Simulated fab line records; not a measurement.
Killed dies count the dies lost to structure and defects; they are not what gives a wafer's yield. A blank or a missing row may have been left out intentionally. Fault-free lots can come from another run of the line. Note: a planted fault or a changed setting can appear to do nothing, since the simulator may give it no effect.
fab line records	flow n5_finfet
record lots=7	wafers=39
route steps=1938 shown FIN_SAQP@130 STI_FIN_REVEAL@190 HKMG_FIN@386 BEOL_M0_SAQP@692 BEOL_M4@1108 BEOL_M8@1374 BEOL_M11@1539
start_h: hours from the record's first day to the start of the lot's first wafer shown	wait_h: hours elapsed since this lot's preceding step	" identical to the entry in the row above	L1.1+2: a single row standing in for several wafers	- no value, or no start was given	* or withheld: withheld	< > ~ a bound
route shown NAME@n: NAME is a module with steps in the file, n the number in the route of the first one	usual: average and standard deviation across the fault-free wafers	same: alike in all rows	chamber/n: place in a boat	sites: each site's reading	_std_site: the values' standard deviation	_edge_site: mean of outer sites minus mean of inner sites	radius_mm: how far each site lies from the wafer's centre	mask NAME#n: copy n	behind: the last tool/chamber to shape the wafer	hold: cause of the lot's hold/its duration in hours/its outcome	device: the n, p or np transistor that did not switch	end of line: the same wafers' tests at the end of the route	a step without rows: its recipe alone	killed: dies lost to structure and defects at the first sort, not the wafer's yield	map: per-die view of a wafer (x killed, . not killed, _ where there is no die)
set.NAME: setting as actually run; set.NAME@STEP: the setting as run at that earlier step	model.NAME: the simulator's own value behind a step, which no gauge read
lots run with intentionally changed settings; tables by step, rows by wafer
## steps
# step N5_FIN_SAQP_ETCH_65
# recipe chemistry=CF4	target=SiO2	target_depth_a=40	ion_energy_ev=350	time_s=4.4	pressure_mtorr=10	icp_w=800	bias_w=400	cf4_flow_sccm=80
lot.wafer	tool	chamber	start_h	wait_h	set.time_s	model.etch.depth_nm
L074.1	rie_si-06	1	23.52	0.1	5.65	5.154
L074.2	"	3	"	"	4.4	3.914
L074.3	"	0	"	"	4.4	3.975
L074.4	"	2	"	"	5.65	5.177
L074.5	"	2	"	"	5.65	5.158
L074.6	"	3	"	"	4.4	3.91
L076.1	rie_si-03	3	37.44	0.1	5.568	5.063
L076.2	"	0	"	"	4.4	4.013
L076.3	"	2	"	"	4.4	4.007
L076.4	"	1	"	"	5.568	5.089
L076.5	"	0	"	"	4.4	3.978
L076.6	"	1	"	"	5.568	5.105
L077.1	rie_si-02	3	42.49	0.1	4.4	3.953
L077.2	"	1	"	"	6.954	6.174
L077.3	"	0	"	"	4.4	4.102
L077.4	"	2	"	"	6.954	6.428
L077.5	"	1	"	"	6.954	6.214
L077.6	"	0	"	"	4.4	4.143
L078.1	rie_si-02	1	48.11	0.1	6.094	5.453
L078.2	"	2	"	"	6.094	5.612
L078.3	"	3	"	"	4.4	3.942
L078.4	"	0	"	"	4.4	4.09
L078.5	"	1	"	"	6.094	5.42
L078.6	"	2	"	"	4.4	4.021
L086.1	rie_si-02	0	97.14	0.1	4.4	4.105
L086.4	"	2	"	"	4.4	4.018
L086.6	"	2	"	"	4.4	4.019
L092.1	rie_si-03	1	133.92	0.1	4.4	4.038
L092.2	"	0	"	"	4.4	4.02
L092.3	"	2	"	"	5.805	5.3
L092.4	"	3	"	"	5.805	5.31
L092.5	"	2	"	"	4.4	4.022
L092.6	"	3	"	"	5.805	5.35
L097.1	rie_si-06	0	162.95	0.1	6.51	5.879
L097.2	"	3	"	"	4.4	3.907
L097.3	"	2	"	"	6.51	5.986
L097.4	"	0	"	"	4.4	3.973
L097.5	"	3	"	"	4.4	3.912
L097.6	"	2	"	"	6.51	5.944
# step N5_STI_FIN_REVEAL_ETCHBACK_08
# recipe chemistry=C4F6/O2	target=SiO2	target_depth_a=305	time_s=10.167	ion_energy_ev=250	pressure_mtorr=30	source_w=345	bias_w=185	Ar_flow_sccm=300	C4F6_flow_sccm=10	O2_flow_sccm=10
lot.wafer	tool	chamber	start_h	wait_h	set.target_depth_a
L074.1+2+6	rie_diel-01	2,1,1	32.75	0.2	472.5
L074.3+4+5	"	0,2,0	"	"	305
L076.1+5+6	rie_diel-03	2,1,2	47.28	0.2	305
L076.2+3+4	"	0,3,1	"	"	408.4
L077.1+5+6	rie_diel-04	1,0,1	53.26	0.2	305
L077.2+3+4	"	0,3,2	"	"	152.3
L078.1+2+3+4+5+6	rie_diel-03	2,0,3,1,1,0	58.13	0.2	305
L086.1+4+6	rie_diel-03	0,1,0	106.39	0.2	305
L092.1+2+3+4+5+6	rie_diel-04	0,1,3,2,3,0	143.81	0.2	305
L097.1+4+6	rie_diel-01	0,2,0	172.76	0.3	305
L097.2+3+5	"	1,3,1	"	"	372.7
# step N5_STI_FIN_REVEAL_STRIP_24
# recipe chemistry=N2/H2	time_s=90	power_w=100	temp_c=40	pressure_mtorr=100	rf_frequency_hz=6e+07	bias_power_w=3	n2_flow_sccm=300	h2_flow_sccm=300
# step N5_STI_FIN_REVEAL_PRECLEAN_25
# recipe chemistry=SPM	time_s=90	temp_c=120	mix=4:1
# step N5_STI_FIN_REVEAL_SRD_23
# recipe dry=ipa_marangoni	time_s=30	temp_c=23	rinse_liquid=diw
# step N5_STI_FIN_REVEAL_FIN_H_MEAS_10
# usual trench_depth_nm=52.0/0.64
lot.wafer	tool	chamber	start_h	wait_h	set.target_depth_a@STI_FIN_REVEAL_ETCHBACK_08	trench_depth_nm
L074.1	ocd-01	-	35.72	0.0	472.5	68.6
L074.2	"	-	"	"	472.5	69.3
L074.3	"	-	"	"	305	51.3
L074.4	"	-	"	"	305	51.5
L074.5	"	-	"	"	305	50.7
L074.6	"	-	"	"	472.5	69.2
L076.1	ocd-02	-	51.08	0.0	305	51.2
L076.2	"	-	"	"	408.4	62.6
L076.3	"	-	"	"	408.4	62.7
L076.4	"	-	"	"	408.4	62.3
L076.5	"	-	"	"	305	52.3
L076.6	"	-	"	"	305	51.1
L077.1	ocd-01	-	56.21	0.0	305	52.7
L077.2	"	-	"	"	152.3	37.2
L077.3	"	-	"	"	152.3	36.6
L077.4	"	-	"	"	152.3	37.2
L077.5	"	-	"	"	305	51.7
L077.6	"	-	"	"	305	52.8
L078.1	ocd-01	-	61.08	0.0	305	51.5
L078.2	"	-	"	"	305	52.1
L078.3	"	-	"	"	305	52.0
L078.4	"	-	"	"	305	52.3
L078.5	"	-	"	"	305	52.1
L078.6	"	-	"	"	305	51.8
L086.1	ocd-01	-	109.38	0.0	305	51.2
L086.4	"	-	"	"	305	51.5
L086.6	"	-	"	"	305	51.5
L092.1	ocd-02	-	147.01	0.0	305	50.8
L092.2	"	-	"	"	305	51.1
L092.3	"	-	"	"	305	50.3
L092.4	"	-	"	"	305	50.6
L092.5	"	-	"	"	305	50.8
L092.6	"	-	"	"	305	50.6
L097.1	ocd-02	-	175.99	0.0	305	52.6
L097.2	"	-	"	"	372.7	59.0
L097.3	"	-	"	"	372.7	59.0
L097.4	"	-	"	"	305	52.3
L097.5	"	-	"	"	372.7	59.4
L097.6	"	-	"	"	305	52.7
# step N5_HKMG_FIN_HK_ALD_01
# recipe material=HfO2	target_thk_a=16	temp_c=withheld	ald_precursor_family=HfCl4	ald_co_reactant=H2O	pulse_time_s=3	purge_time_s=3	co_reactant_purge_time_s=2.5	co_reactant_pulse_time_s=0.3	ald_cycles=30
lot.wafer	tool	chamber	start_h	wait_h	set.ald_cycles	model.HfO2_of_HKMG_FIN_HK_ALD_01.thk_nm
L074.1+2+3	ald_hk-03	0,3,1	68.65	0.0	30	1.6
L074.4+5+6	"	2,3,2	"	"	16	0.8
L076.1+2+3+4+5+6	ald_hk-03	2,3,1,0,1,0	85.04	0.0	30	1.6
L077.1+3+4	ald_hk-02	2,3,0	89.04	0.0	30	1.6
L077.2	"	1	"	"	47	2.4
L077.5+6	"	2,1	"	"	47	2.6
L078.1+3	ald_hk-03	1,0	96.09	0.0	13	0.6
L078.2	"	2	"	"	13	0.8
L078.4+5+6	"	3,1,2	"	"	30	1.6
L086.1+4+6	ald_hk-01	3,0,2	150.57	0.0	30	1.6
L092.1+2+3	ald_hk-01	1,3,0	189.00	0.0	30	1.6
L092.4+5+6	"	2,2,3	"	"	12	0.6
L097.1+2+5	ald_hk-02	0,1,0	213.98	0.0	19	1
L097.3+4+6	"	3,2,3	"	"	30	1.6
# step N5_HKMG_FIN_HK_ANNEAL_02
# recipe temp_c=700	time_s=30	ambient=N2	idle_temp_c=600	ramp_up_c_per_s=150	ramp_down_c_per_s=60	cool_to_c=600
# step N5_HKMG_FIN_ALD_74
# recipe material=La2O3	target_thk_a=5	temp_c=250	ald_precursor_family=La-Cp	ald_co_reactant=O3	pulse_time_s=6	co_reactant_pulse_time_s=1	purge_time_s=3	co_reactant_purge_time_s=3
# step N5_HKMG_FIN_WET_ETCH_82
# recipe chemistry=dHCl	mix=1:10000	temp_c=25	target=La2O3	stop_on=HfO2	target_depth_nm=2	dry=ipa_marangoni	rinse_time_s=30	rinse_temp_c=23
# step N5_HKMG_FIN_ALD_36
# recipe material=TiN	target_thk_a=10	temp_c=400	ald_precursor_family=TiCl4	ald_co_reactant=NH3	pulse_time_s=1	purge_time_s=3	co_reactant_purge_time_s=2	co_reactant_pulse_time_s=2	ald_cycles=47	pressure_torr=3
# step N5_HKMG_FIN_THK_MEAS_70
# recipe thk_meas_gauge=xrf	reads=HfO2_of_HKMG_FIN_HK_ALD_01
# usual HK_THK=1.606/0.02
lot.wafer	tool	chamber	start_h	wait_h	set.ald_cycles@HKMG_FIN_HK_ALD_01	HK_THK[nm]
L074.1	film_metro-01	-	73.17	0.2	30	1.624
L074.2	"	-	"	"	30	1.605
L074.3	"	-	"	"	30	1.600
L074.4	"	-	"	"	16	0.846
L074.5	"	-	"	"	16	0.837
L074.6	"	-	"	"	16	0.837
L076.1	film_metro-01	-	88.67	0.2	30	1.607
L076.2	"	-	"	"	30	1.596
L076.3	"	-	"	"	30	1.602
L076.4	"	-	"	"	30	1.603
L076.5	"	-	"	"	30	1.584
L076.6	"	-	"	"	30	1.626
L077.1	film_metro-02	-	92.74	0.2	30	1.651
L077.2	"	-	"	"	47	2.519
L077.3	"	-	"	"	30	1.585
L077.4	"	-	"	"	30	1.643
L077.5	"	-	"	"	47	2.537
L077.6	"	-	"	"	47	2.458
L078.1	film_metro-02	-	99.46	0.2	13	0.712
L078.2	"	-	"	"	13	0.717
L078.3	"	-	"	"	13	0.689
L078.4	"	-	"	"	30	1.656
L078.5	"	-	"	"	30	1.618
L078.6	"	-	"	"	30	1.619
L086.1	film_metro-02	-	154.05	0.2	30	1.609
L086.4	"	-	"	"	30	1.591
L086.6	"	-	"	"	30	1.605
L092.1	film_metro-02	-	192.75	0.2	30	1.620
L092.2	"	-	"	"	30	1.639
L092.3	"	-	"	"	30	1.576
L092.4	"	-	"	"	12	0.643
L092.5	"	-	"	"	12	0.636
L092.6	"	-	"	"	12	0.596
L097.1	film_metro-02	-	217.50	0.2	19	1.048
L097.2	"	-	"	"	19	1.010
L097.3	"	-	"	"	30	1.610
L097.4	"	-	"	"	30	1.633
L097.5	"	-	"	"	19	1.035
L097.6	"	-	"	"	30	1.601
# step N5_BEOL_M0_SAQP_DESCUM_45
# recipe chemistry=O2	time_s=7	source_power_w=50	bias_power_w=20	pressure_mtorr=20	rf_frequency_hz=2.712e+07	temp_c=40	resist=CAR-EUV	o2_flow_sccm=225
lot.wafer	tool	chamber	start_h	wait_h	set.time_s	model.CAR-EUV_of_BEOL_M0_SAQP_COAT_34.thk_nm
L074.1+2+3+4+5+6	rie_diel-06	3,1,2,0,1,0	110.76	0.0	7	26
L076.1+6	rie_diel-02	1,2	129.87	0.0	7	26.2
L076.2	"	2	"	"	7	26
L076.3+4	"	3,1	"	"	5.089	27
L076.5	"	3	"	"	5.089	27.2
L077.1+5	rie_diel-06	2,1	130.12	0.0	3.459	27.8
L077.2+3+6	"	3,1,0	"	"	7	26
L077.4	"	0	"	"	3.459	28
L078.1+4+6	rie_diel-02	2,3,1	134.29	0.0	7	26.2
L078.2+3+5	"	3,1,2	"	"	8.313	25.6
L086.1	rie_diel-06	2	192.74	0.1	7	26
L086.4+6	"	3,2	"	"	7	26.2
L092.1+3+5	rie_diel-02	0,1,3	230.05	0.0	4.394	27.2
L092.2+4	"	2,3	"	"	7	26
L092.6	"	0	"	"	7	25.8
L097.1+4	rie_diel-06	0,3	254.86	0.0	7	26
L097.2	"	2	"	"	7	26.2
L097.3+5	"	1,2	"	"	8.442	25.4
L097.6	"	3	"	"	8.442	25.2
# step N5_BEOL_M0_SAQP_ETCH_88
# recipe chemistry=N2/H2	target=underlayer	target_depth_a=65	time_s=5.2	ion_energy_ev=200	mask_material=CAR-EUV	pressure_mtorr=30	source_w=840	bias_w=150	n2_flow_sccm=200	h2_flow_sccm=200	ends=cleared
lot.wafer	tool	chamber	start_h	wait_h	set.time_s@BEOL_M0_SAQP_DESCUM_45	model.BEOL_M0_SAQP.cd_nm
L074.1+2+3+4+5+6	rie_diel-06	3,1,2,0,1,0	110.79	0.0	7	30
L076.1	rie_diel-02	1	129.90	0.0	7	30.2
L076.2+6	"	2	"	"	7	30
L076.3+5	"	3	"	"	5.089	29.8
L076.4	"	1	"	"	5.089	30
L077.1+5	rie_diel-06	2,1	130.15	0.0	3.459	29.2
L077.2+3	"	3,1	"	"	7	29.8
L077.4	"	0	"	"	3.459	29.4
L077.6	"	0	"	"	7	29.6
L078.1+6	rie_diel-02	2,1	134.33	0.0	7	30.2
L078.2+5	"	3,2	"	"	8.313	30.4
L078.3	"	1	"	"	8.313	30.2
L078.4	"	3	"	"	7	30
L086.1+4+6	rie_diel-06	2,3,2	192.77	0.0	7	30.2
L092.1+3	rie_diel-02	0,1	230.09	0.0	4.394	29.6
L092.2+4	"	2,3	"	"	7	30.2
L092.5	"	3	"	"	4.394	29.8
L092.6	"	0	"	"	7	30
L097.1+2	rie_diel-06	0,2	254.89	0.0	7	29.8
L097.3+5+6	"	1,2,3	"	"	8.442	30.2
L097.4	"	3	"	"	7	30
# step N5_BEOL_M4_DEP_57
# recipe material=SiCN	target_thk_a=80	temp_c=withheld	precursor=3MS/NH3	pressure_torr=3	rf_w=202	time_s=14
lot.wafer	tool	chamber	start_h	wait_h	set.time_s	model.SiCN_of_BEOL_M4_DEP_57.thk_nm
L074.1	pecvd-01	0	157.95	0.0	10.78	6
L074.2+5	"	2	"	"	10.78	6.2
L074.3+6	"	2,0	"	"	14	8.2
L074.4	"	0	"	"	14	8
L077.1	pecvd-03	0	174.46	0.0	10.14	5.8
L077.2+4+6	"	1,0,1	"	"	14	8
L077.3+5	"	1,0	"	"	10.14	6
L078.1+4+5	pecvd-04	2,2,0	188.87	0.0	14	8
L078.2+3+6	"	0,1,1	"	"	5.755	3.4
L076.1+5+6	pecvd-01	2,1,2	194.63	0.0	14	8.2
L076.2+3	"	0,1	"	"	20.22	11.6
L076.4	"	0	"	"	20.22	12
L086.1	pecvd-01	1	247.63	0.0	14	8
L086.4+6	"	2,1	"	"	14	8.2
L092.1+6	pecvd-01	0,2	280.84	0.0	6.187	3.6
L092.2	"	1	"	"	6.187	3.8
L092.3+4+5	"	2,1,0	"	"	14	8.2
L097.1+2+3+4+5+6	pecvd-04	2,1,0,1,0,2	307.06	0.0	14	8
# step N5_BEOL_M8_VIA_ETCH_34
# recipe chemistry=C4F6/O2	target=SiCOH_lowk	target_depth_a=1255	mask_material=SOC	taper_deg=4	time_s=50.5	ion_energy_ev=250	pressure_mtorr=30	source_w=345	bias_w=185	Ar_flow_sccm=300	C4F6_flow_sccm=10	O2_flow_sccm=10
lot.wafer	tool	chamber	start_h	wait_h	set.target_depth_a	model.etch.depth_nm	model.SOC_of_BEOL_M8_COAT_63.thk_nm
L074.1	rie_diel-03	0	183.57	0.0	1255	123	54
L074.2	"	2	"	"	1255	121.7	54
L074.3	"	3	"	"	962.4	94.38	55.4
L074.4	"	3	"	"	962.4	95.24	55.4
L074.5	"	2	"	"	962.4	93.47	55.4
L074.6	"	0	"	"	1255	124	53.8
L077.1	rie_diel-03	1	207.26	0.0	1025	103.6	55
L077.2	"	0	"	"	1255	123.5	54.2
L077.3	"	2	"	"	1025	99.46	55.2
L077.4	"	3	"	"	1025	101.1	55
L077.5	"	3	"	"	1255	123.6	54
L077.6	"	0	"	"	1255	124.2	54
L078.1	rie_diel-04	0	220.82	0.0	1255	122.3	53.6
L078.2	"	2	"	"	1255	123.3	53.4
L078.3	"	3	"	"	815.9	82.06	55.4
L078.4	"	1	"	"	815.9	80.78	55.8
L078.5	"	0	"	"	815.9	79.18	55.4
L078.6	"	1	"	"	1255	123.4	53.8
L076.1	rie_diel-04	1	229.27	0.0	1255	123.3	53.8
L076.2	"	3	"	"	1255	124.7	53.8
L076.3	"	2	"	"	1255	123.7	53.8
L076.4	"	0	"	"	1255	122	53.6
L076.5	"	1	"	"	1255	123.1	53.6
L076.6	"	0	"	"	1255	123	53.8
L086.1	rie_diel-01	3	279.85	0.0	1255	125.6	53.6
L086.4	"	0	"	"	1255	126.3	53.6
L086.6	"	3	"	"	1255	125.2	54
L092.1	rie_diel-03	2	318.06	0.0	1255	120.8	53.6
L092.2	"	1	"	"	573.5	58.23	57
L092.3	"	0	"	"	1255	127.5	53.6
L092.4	"	3	"	"	1255	127.9	53.6
L092.5	"	3	"	"	573.5	58.69	57
L092.6	"	2	"	"	573.5	55.99	57
L097.1	rie_diel-04	1	343.10	0.0	1255	123.8	53.8
L097.2	"	0	"	"	1255	124.6	54
L097.3	"	3	"	"	1971	196.9	50.4
L097.4	"	2	"	"	1971	196.7	50.4
L097.5	"	2	"	"	1255	125	53.8
L097.6	"	3	"	"	1971	196	50.4
# step N5_BEOL_M11_PECVD_70
# recipe material=SiO2	target_thk_a=200	temp_c=400	precursor=TEOS/O2	pressure_torr=5.5	rf_w=450	teos_flow_sccm=53.8	gas=O2	flow_sccm=3000	time_s=22.7
lot.wafer	tool	chamber	start_h	wait_h	set.time_s	model.SiO2_of_BEOL_M11_PECVD_70.thk_nm
L074.1+3	pecvd-04	1,0	201.78	0.0	17.83	15.4
L074.2	"	2	"	"	22.7	20.2
L074.4	"	0	"	"	17.83	15.8
L074.5	"	1	"	"	22.7	20
L074.6	"	2	"	"	22.7	20.4
L077.1	pecvd-03	2	227.18	0.0	22.7	19.6
L077.2+3	"	1,0	"	"	22.7	19.8
L077.4	"	0	"	"	22.7	20.2
L077.5	"	1	"	"	22.7	20.4
L077.6	"	2	"	"	22.7	20
L078.1+2	pecvd-04	0,1	239.49	0.0	22.7	19.6
L078.3+4+6	"	2,1,0	"	"	22.7	20
L078.5	"	2	"	"	22.7	20.2
L076.1+2	pecvd-02	2,0	254.28	0.0	22.7	19.6
L076.3	"	1	"	"	22.7	19.8
L076.4+5+6	"	2,1,0	"	"	22.7	20
L086.1+4+6	pecvd-04	2,1,0	301.45	0.0	22.7	19.8
L092.1	pecvd-04	2	345.41	0.0	22.7	19.8
L092.2	"	0	"	"	22.7	19.6
L092.3	"	1	"	"	16.17	13.8
L092.4	"	0	"	"	16.17	14
L092.5	"	1	"	"	22.7	20
L092.6	"	2	"	"	16.17	14.4
L097.1	pecvd-04	2	365.77	0.0	30.12	26.2
L097.2	"	1	"	"	22.7	19.8
L097.3	"	1	"	"	22.7	20.2
L097.4+5	"	2,1	"	"	30.12	26.6
L097.6	"	2	"	"	22.7	20
# step N5_BEOL_M11_HM_DEP_02
# recipe material=TiN	target_thk_a=200	temp_c=25	chamber_pressure_pa=0.49996
# step N5_BEOL_M11_COAT_59
# recipe resist=SOC	temp_c=250	time_s=60	spin_rpm=1500	resist_thk_nm=100
# step N5_BEOL_M11_ECD_50
# recipe material=Cu	target_thk_a=3180
# step N5_BEOL_M11_ANNEAL_51
# recipe temp_c=225	time_s=90	ambient=N2
# step N5_BEOL_M11_CMP_52
# recipe stop_on=SiCOH_lowk	t_overpolish_s=7	down_force_psi=1	platen_rpm=50	clearing_platen_down_force_psi=1.5	clearing_platen_rpm=50	post_cmp_clean=cu_alkaline	target_thk_nm=140	clearing_platen_pad_velocity_m_s=0.99484	pad_velocity_m_s=0.99484
# usual barrier_field_endpoint_s=28.8/0.74
lot.wafer	tool	chamber	start_h	wait_h	set.time_s@BEOL_M11_PECVD_70	barrier_field_endpoint_s
L074.2	cmp-04	2	209.05	0.2	22.7	28.7
L074.1	"	3	"	"	17.83	23.5
L074.3	"	0	"	"	17.83	23.3
L074.4	"	1	"	"	17.83	23.8
L074.5	"	2	"	"	22.7	29.7
L074.6	"	3	"	"	22.7	29.3
L077.3	cmp-03	3	233.64	0.2	22.7	29.9
L077.1	"	0	"	"	22.7	29.9
L077.4	"	1	"	"	22.7	29.2
L077.2	"	2	"	"	22.7	29.3
L077.6	"	3	"	"	22.7	29.4
L077.5	"	0	"	"	22.7	30.4
L078.2	cmp-01	2	248.05	0.2	22.7	28.5
L078.4	"	3	"	"	22.7	28.9
L078.3	"	0	"	"	22.7	29.2
L078.1	"	1	"	"	22.7	29.1
L078.6	"	2	"	"	22.7	29.2
L078.5	"	3	"	"	22.7	29.5
L076.1	cmp-04	1	260.86	0.3	22.7	30.2
L076.4	"	2	"	"	22.7	29.6
L076.3	"	3	"	"	22.7	29.0
L076.2	"	0	"	"	22.7	29.1
L076.6	"	1	"	"	22.7	30.0
L076.5	"	2	"	"	22.7	29.7
L086.1	cmp-01	1	308.01	0.3	22.7	29.6
L086.4	"	3	"	"	22.7	28.9
L086.6	"	2	"	"	22.7	29.0
L092.2	cmp-01	3	350.87	0.2	22.7	28.2
L092.3	"	0	"	"	16.17	21.7
L092.1	"	1	"	"	22.7	28.6
L092.4	"	2	"	"	16.17	21.5
L092.5	"	3	"	"	22.7	28.9
L092.6	"	0	"	"	16.17	21.7
L097.3	cmp-04	3	371.90	0.2	22.7	28.4
L097.2	"	0	"	"	22.7	27.7
L097.1	"	1	"	"	30.12	36.0
L097.4	"	2	"	"	30.12	35.7
L097.5	"	3	"	"	30.12	36.0
L097.6	"	0	"	"	22.7	28.1
## key
split step=N5_FIN_SAQP_ETCH_65	setting=time_s	stated=4.4	by=wafer
response step=N5_FIN_SAQP_ETCH_65	reading=model.etch.depth_nm	change=+0.0399	per=1%	r=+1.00
split step=N5_STI_FIN_REVEAL_ETCHBACK_08	setting=target_depth_a	stated=305	by=wafer
response step=N5_STI_FIN_REVEAL_FIN_H_MEAS_10	reading=trench_depth_nm	change=+0.317	per=1%	r=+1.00
split step=N5_HKMG_FIN_HK_ALD_01	setting=ald_cycles	stated=30	by=wafer
response step=N5_HKMG_FIN_HK_ALD_01	reading=model.HfO2_of_HKMG_FIN_HK_ALD_01.thk_nm	change=+0.0166	per=1%	r=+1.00
response step=N5_HKMG_FIN_THK_MEAS_70	reading=HK_THK	change=+0.0161	per=1%	r=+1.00
split step=N5_BEOL_M0_SAQP_DESCUM_45	setting=time_s	stated=7	by=wafer
response step=N5_BEOL_M0_SAQP_DESCUM_45	reading=model.CAR-EUV_of_BEOL_M0_SAQP_COAT_34.thk_nm	change=-0.0354	per=1%	r=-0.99
response step=N5_BEOL_M0_SAQP_ETCH_88	reading=model.BEOL_M0_SAQP.cd_nm	change=+0.0104	per=1%	r=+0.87
split step=N5_BEOL_M4_DEP_57	setting=time_s	stated=14	by=wafer
response step=N5_BEOL_M4_DEP_57	reading=model.SiCN_of_BEOL_M4_DEP_57.thk_nm	change=+0.0796	per=1%	r=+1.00
split step=N5_BEOL_M8_VIA_ETCH_34	setting=target_depth_a	stated=1255	by=wafer
response step=N5_BEOL_M8_VIA_ETCH_34	reading=model.etch.depth_nm	change=+1.25	per=1%	r=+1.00
response step=N5_BEOL_M8_VIA_ETCH_34	reading=model.SOC_of_BEOL_M8_COAT_63.thk_nm	change=-0.0605	per=1%	r=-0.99
split step=N5_BEOL_M11_PECVD_70	setting=time_s	stated=22.7	by=wafer
response step=N5_BEOL_M11_PECVD_70	reading=model.SiO2_of_BEOL_M11_PECVD_70.thk_nm	change=+0.202	per=1%	r=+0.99
response step=N5_BEOL_M11_CMP_52	reading=barrier_field_endpoint_s	change=+0.245	per=1%	r=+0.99
